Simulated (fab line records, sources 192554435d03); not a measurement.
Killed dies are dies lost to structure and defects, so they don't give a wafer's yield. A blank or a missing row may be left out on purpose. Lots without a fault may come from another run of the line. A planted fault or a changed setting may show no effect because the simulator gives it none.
Split-lot experiment | flow n5_finfet | 7 lots, 21 wafers read, on a route of 1938 steps

THE SPLIT
At N5_BEOL_M12_ETCH_68 (etches SOC in N2/H2, time 285 s), the setting time_s was moved away from the recipe's 285 s on 6 of the 21 wafers read, by -21.8% to -7.1%. The other wafers ran this setting at the recipe's value.

The reading is taken at the split's own step.

THE READING
SiARC_of_BEOL_M12_COAT_66.thk_nm (the simulator's own value, which no gauge read), in nm, at N5_BEOL_M12_ETCH_68 (etches SOC in N2/H2, time 285 s). The file gives no usual value for it. The 15 wafers here that ran the recipe average 86.1 nm, standard deviation 0.51 nm.

wafer  | tool, chamber at the split | time_s as run, s | against the recipe | SiARC_of_BEOL_M12_COAT_66.thk_nm, nm | against lot-mates on the recipe
L079.2 | rie_diel-01, 0             | 264.8            | -7.1%              | 87.8                                 | +2.6
L079.3 | rie_diel-01, 3,1           | 285              | recipe             | 85.2                                 | -
L079.5 | rie_diel-01, 3,1           | 285              | recipe             | 85.2                                 | -
L077.1 | rie_diel-06, 3             | 285              | recipe             | 86.2                                 | -
L077.3 | rie_diel-06, 2             | 245.2            | -14.0%             | 89.4                                 | +3.1
L077.5 | rie_diel-06, 0             | 285              | recipe             | 86.4                                 | -
L078.1 | rie_diel-06, 0             | 285              | recipe             | 85.2                                 | -
L078.2 | rie_diel-06, 3             | 222.8            | -21.8%             | 90.4                                 | +4.8
L078.6 | rie_diel-06, 3             | 285              | recipe             | 86                                   | -
L080.1 | rie_diel-06, 1             | 243.6            | -14.5%             | 89.2                                 | +3.1
L080.2 | rie_diel-06, 0             | 285              | recipe             | 86                                   | -
L080.6 | rie_diel-06, 3             | 285              | recipe             | 86.2                                 | -
L084.2 | rie_diel-03, 3             | 261.1            | -8.4%              | 87.8                                 | +1.5
L084.5 | rie_diel-03, 1             | 285              | recipe             | 86.8                                 | -
L084.6 | rie_diel-03, 3             | 285              | recipe             | 85.8                                 | -
L083.3 | rie_diel-01, 3             | 285              | recipe             | 86.2                                 | -
L083.4 | rie_diel-01, 0             | 285              | recipe             | 86.8                                 | -
L083.6 | rie_diel-01, 3             | 285              | recipe             | 86.6                                 | -
L090.1 | rie_diel-01, 1             | 285              | recipe             | 86                                   | -
L090.5 | rie_diel-01, 2             | 285              | recipe             | 86.2                                 | -
L090.6 | rie_diel-01, 1             | 264              | -7.4%              | 87.6                                 | +1.5
Where a row lists several chambers, the file gives one row for several wafers and doesn't say which wafer went through which chamber.

THE FIT
A straight line over all 21 wafers: SiARC_of_BEOL_M12_COAT_66.thk_nm changes by -0.212 nm for each +1% of time_s; r = -0.95; the points scatter about the line by 0.47 nm.
The same after taking each lot's own level away (the mean of its wafers on the recipe; 21 wafers): -0.221 nm for each +1%; r = -0.97; scatter 0.35 nm.
On that fit, the largest move of time_s shifts the reading by 4.8 nm.
The lots' own levels span 85.20 to 86.53 nm, that is 2.6 times the standard deviation above.
So the lot-to-lot level changes the slope little: the two slopes agree.
Check: with one of the wafers moved furthest among these (-21.8%) left out of the fit, the line predicts +4.88 nm for it against its lot-mates. It came out at +4.8 nm against them.

OTHER SPLITS ON THESE WAFERS
These wafers also went through other splits before the reading. Each is held against what the fit with the lots' levels taken away leaves over:
other split on the same wafers      | wafers away from the commonest value | r with SiARC_of_BEOL_M12_COAT_66.thk_nm (lot level and that fit taken away)
N5_BEOL_M11_ETCH_66 time_s          | 5                                    | +0.07
N5_BEOL_M11_TRENCH_ETCH_37 source_w | 10                                   | +0.00

THE FILE'S OWN FIT
SiARC_of_BEOL_M12_COAT_66.thk_nm changes by -0.222 nm for each +1% of time_s, r = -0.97.
